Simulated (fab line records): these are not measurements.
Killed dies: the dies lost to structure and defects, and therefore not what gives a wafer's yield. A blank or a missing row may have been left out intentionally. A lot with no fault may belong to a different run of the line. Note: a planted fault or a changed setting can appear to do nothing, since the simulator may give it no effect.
Check of tool commonality	flow nand harc	36 wafers sampled across 12 lots

== REASON IT WAS OPENED ==
Flagged at NHARC_A_M1_THK_MEAS_24: reading thk nm, on 3 of 12 lots. Fault-free wafers read 154.6 nm, with a standard deviation of 1.8.
Rule: a lot gets a flag if all its wafers with a number sit over 4 standard deviations from that mean, or if no wafer of it has a number. All remaining lots are regarded as sound.

lot	measured	on	thk nm (nm), wafer by wafer	flag
L312	day 24 05:29	film metro-01	155.0 156.3 156.2	
L315	day 25 06:17	film metro-02	154.2 155.0 155.2	
L316	day 25 10:26	film metro-01	153.5 153.5 153.4	
L318	day 26 20:48	film metro-02	153.8 153.5 153.8	
L320	day 27 10:37	film metro-01	154.2 152.2 150.5	
L326	day 30 20:25	film metro-02	31.2 30.2 30.6	FLAGGED
L327	day 30 23:41	film metro-02	30.2 28.7 29.2	FLAGGED
L329	day 31 02:27	film metro-02	153.6 154.2 151.4	
L328	day 31 06:22	film metro-01	31.9 29.0 30.0	FLAGGED
L331	day 31 21:59	film metro-01	152.6 153.5 150.0	
L332	day 32 00:53	film metro-02	158.4 155.4 156.0	
L330	day 32 22:54	film metro-02	155.7 156.0 156.3	
The mean of the flagged lots' numbers is 30.1 nm, -124.5 nm from the usual (-69 standard deviations).

== WHICH TOOL RAN EACH LOT ==
Before the reading, the record contains 4 process steps out of a 1302-step route. Each cell gives the tool, then ch followed by the chambers the sampled wafers passed through, then the start.
lot	flag	NHARC_A_M1_DEGAS_29	NHARC_A_M1_ECD_22	NHARC_A_M1_ANNEAL_31	NHARC_A_M1_CMP_23
L312		pvd sputter-03, day 24 04:05	ecd cu-02 ch 0,1, day 24 04:27	rtp anneal-01 ch 0, day 24 04:50	cmp-01 ch 0,1,2, day 24 05:10
L315		pvd sputter-03, day 25 04:49	ecd cu-01 ch 1, day 25 05:14	rtp anneal-02 ch 0, day 25 05:40	cmp-01 ch 0,1,2, day 25 06:00
L316		pvd sputter-03, day 25 09:02	ecd cu-01 ch 0,1, day 25 09:27	rtp anneal-01 ch 0, day 25 09:46	cmp-03 ch 0,1,2, day 25 10:12
L318		pvd sputter-03, day 26 19:25	ecd cu-01 ch 0,1, day 26 19:49	rtp anneal-02 ch 0, day 26 20:08	cmp-03 ch 0,2, day 26 20:29
L320		pvd sputter-01, day 27 09:13	ecd cu-01 ch 0,1, day 27 09:38	rtp anneal-01 ch 0, day 27 10:01	cmp-03 ch 0,2,3, day 27 10:20
L326	FLAGGED	pvd sputter-03, day 30 19:01	ecd cu-02 ch 0,1, day 30 19:31	rtp anneal-01 ch 0, day 30 19:54	cmp-01 ch 1,2,3, day 30 20:10
L327	FLAGGED	pvd sputter-01, day 30 22:17	ecd cu-01 ch 0,1, day 30 22:41	rtp anneal-01 ch 0, day 30 23:01	cmp-01 ch 0,2, day 30 23:22
L329		pvd sputter-01, day 31 01:04	ecd cu-02 ch 0, day 31 01:28	rtp anneal-01 ch 0, day 31 01:51	cmp-02 ch 1,2,3, day 31 02:10
L328	FLAGGED	pvd sputter-03, day 31 04:35	ecd cu-01 ch 0,1, day 31 05:19	rtp anneal-01 ch 0, day 31 05:46	cmp-01 ch 0,1,3, day 31 06:08
L331		pvd sputter-03, day 31 20:35	ecd cu-01 ch 0,1, day 31 20:56	rtp anneal-02 ch 0, day 31 21:19	cmp-02 ch 1,3, day 31 21:41
L332		pvd sputter-01, day 31 23:28	ecd cu-02 ch 0,1, day 31 23:50	rtp anneal-01 ch 0, day 32 00:16	cmp-01 ch 0,1,2, day 32 00:34
L330		pvd sputter-03, day 32 21:31	ecd cu-02 ch 0,1, day 32 21:55	rtp anneal-01 ch 0, day 32 22:14	cmp-01 ch 0,1,3, day 32 22:38
What these steps do:
- NHARC_A_M1_DEGAS_29: time 60 s.
- NHARC_A_M1_ECD_22: material Cu, target thk 400 nm.
- NHARC_A_M1_ANNEAL_31: time 90 s.
- NHARC_A_M1_CMP_23: polishes, t overpolish 20 s, target thk 154.34 nm.
- NHARC_A_M1_THK_MEAS_24: measures by xrf.

== FLAGGED AGAINST TOTAL, ONE TOOL AT A TIME (gauges that did the reading follow at the end) ==
step	tool	lots run	flagged	share of the flagged lots	sound lots run after its first flagged lot
NHARC_A_M1_DEGAS_29	pvd sputter-01	4	1	some	2 (L329,L332)
NHARC_A_M1_DEGAS_29	pvd sputter-03	8	2	some	2 (L331,L330)
NHARC_A_M1_ECD_22	ecd cu-01	7	2	some	1 (L331)
NHARC_A_M1_ECD_22	ecd cu-02	5	1	some	3 (L329,L332,L330)
NHARC_A_M1_ANNEAL_31	rtp anneal-01	9	3	all	3 (L329,L332,L330)
NHARC_A_M1_ANNEAL_31	rtp anneal-02	3	0	none	-
NHARC_A_M1_CMP_23	cmp-01	7	3	all	2 (L332,L330)
NHARC_A_M1_CMP_23	cmp-02	2	0	none	-
NHARC_A_M1_CMP_23	cmp-03	3	0	none	-
NHARC_A_M1_THK_MEAS_24	film metro-01	5	1	some	1 (L331)
NHARC_A_M1_THK_MEAS_24	film metro-02	7	2	some	3 (L329,L332,L330)

== WHAT THE TABLE ALLOWS ==
In 2 table rows, all flagged lots were run: rtp anneal-01 (NHARC_A_M1_ANNEAL_31), cmp-01 (NHARC_A_M1_CMP_23).
- rtp anneal-01 at NHARC_A_M1_ANNEAL_31 ran 9 lots, 3 of them flagged. After the first flagged lot (L329, L332, L330), sound lots still ran on it; a lasting fault on the whole tool would not permit that.
- cmp-01 at NHARC_A_M1_CMP_23 ran 7 lots, 3 of them flagged. After the first flagged lot (L332, L330), sound lots still ran on it; a lasting fault on the whole tool would not permit that. Its own readings (time to endpoint s) fall more than 4 standard deviations out on all wafers of the flagged lots.
No row of the table ran every flagged lot and no sound lot after the first.

== WHAT THE SIMULATOR HAD INSERTED ==
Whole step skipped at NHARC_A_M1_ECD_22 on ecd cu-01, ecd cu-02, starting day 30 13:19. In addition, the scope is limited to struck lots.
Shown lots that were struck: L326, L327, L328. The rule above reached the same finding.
